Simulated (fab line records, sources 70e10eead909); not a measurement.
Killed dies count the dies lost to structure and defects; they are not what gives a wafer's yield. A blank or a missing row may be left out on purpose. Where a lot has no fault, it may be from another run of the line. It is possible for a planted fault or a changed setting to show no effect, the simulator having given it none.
Comparing a struck lot with a sound one | flow nand-harc | 14 steps out of a route of 1302
Sound: the wafers L675.1, L675.5, L675.6. Struck: wafer L680.2 (left out: L680.1, L680.3 of the same lot, which were not struck); the cause appears at the end.
For every step that has rows: the tool of each side, followed by ch and its chambers, followed by its first start. Under that, the readings that differ: sound wafers | struck wafers | difference of the means | sigmas: that difference in standard deviations of wafers without a fault.
alike: same words and numbers on both sides, and readings whose means sit less than 2 such deviations apart. not compared: any withheld reading, any reading some wafer has no value for, any bound like >300 that may hide the same value, and any number with overlapping values for which the record gives no deviation.
The two part at a step that has a row with sigmas, a row that says differs or no value, or rows on one side only. Numbers that don't overlap but have no deviation are shown without sigmas and don't part them. A reading that every wafer of one side lacks parts them only if that side has two wafers or more.

first, 7 steps without rows for these wafers: NHARC_A_BONDPAD_COAT_33 (time 65 s); NHARC_A_BONDPAD_COAT_03 (resist thk 600 nm); NHARC_A_BONDPAD_SOFTBAKE_04 (time 70 s); NHARC_A_BONDPAD_EBR_05; NHARC_A_BONDPAD_EXPOSE_06 (exposes mask A BPAD); NHARC_A_BONDPAD_PEB_07 (peb time 80 s); NHARC_A_BONDPAD_DEVELOP_08 (time 50 s).
NHARC_A_BONDPAD_CD_MEAS_09: the cd target is 500 nm.
  sound on cd-sem-02 ch 0, day 25 08:53; struck on cd-sem-02 ch 0, day 28 00:54
  reading    | sound             | struck | difference | sigmas
  cd-nm (nm) | 501.5 499.8 500.1 | 495.6  | -4.9       | -2
NHARC_A_BONDPAD_OVL_MEAS_35:
  sound on overlay-02 at day 25 08:58; struck on overlay-02 at day 28 00:59
  reading           | sound | struck | difference | sigmas
  overlay-x-nm (nm) | 6 6 6 | -9     | -15        | -2
  alike: overlay-y-nm
then, 1 step without rows for these wafers: NHARC_A_BONDPAD_HARDBAKE_10 (time 65 s).
NHARC_A_BONDPAD_DESCUM_11: chemistry O2, time 3 s.
  sound on rie-diel-13 ch 1,2, day 25 09:06; struck on rie-diel-13 ch 0, day 28 01:07
  reading                        | sound             | struck | difference | sigmas
  chamber-pressure-mTorr (mTorr) | 60.02 60.01 59.94 | 60.15  | +0.16      | +3
  alike: drypump-motor-current-A, oes-product-au, rf-vpp-V, showerhead-plenum-p-Torr, throttle-valve-pct
  not compared: rf-hours-counter-h
NHARC_A_BONDPAD_ETCH_34: etches the open film in N2/H2, target depth 60 nm, overetch 18 nm, time 65.91 s.
  sound on rie-diel-13 ch 0,1, day 25 09:11; struck on rie-diel-13 ch 3, day 28 01:12
  alike: chamber-pressure-mTorr, drypump-motor-current-A, h2-flow-sccm, oes-product-au, rf-vpp-V, run-length-s, showerhead-plenum-p-Torr, throttle-valve-pct
  not compared: rf-hours-counter-h
NHARC_A_BONDPAD_ETCH_12: etches the open film in CHF3/O2, target depth 220 nm, time 110 s.
  sound on rie-diel-13 ch 1,2, day 25 09:16; struck on rie-diel-13 ch 0, day 28 01:17
  reading          | sound             | struck | difference | sigmas
  run-length-s (s) | 130.7 131.5 130.3 | 122.6  | -8.2       | -19
  alike: chamber-pressure-mTorr, drypump-motor-current-A, oes-product-au, rf-vpp-V, showerhead-plenum-p-Torr, throttle-valve-pct
  not compared: rf-hours-counter-h
NHARC_A_BONDPAD_CD_MEAS_13:
  sound on cd-sem-02 at day 25 09:24; struck on cd-sem-02 at day 28 01:26
  alike: cd-nm

## WHERE THEY PART
Last at NHARC_A_BONDPAD_ETCH_12 as far as this record goes, first at NHARC_A_BONDPAD_CD_MEAS_09. Later steps at which nothing parts them and some readings are alike: NHARC_A_BONDPAD_CD_MEAS_13.

WHY: whatever the simulator had introduced
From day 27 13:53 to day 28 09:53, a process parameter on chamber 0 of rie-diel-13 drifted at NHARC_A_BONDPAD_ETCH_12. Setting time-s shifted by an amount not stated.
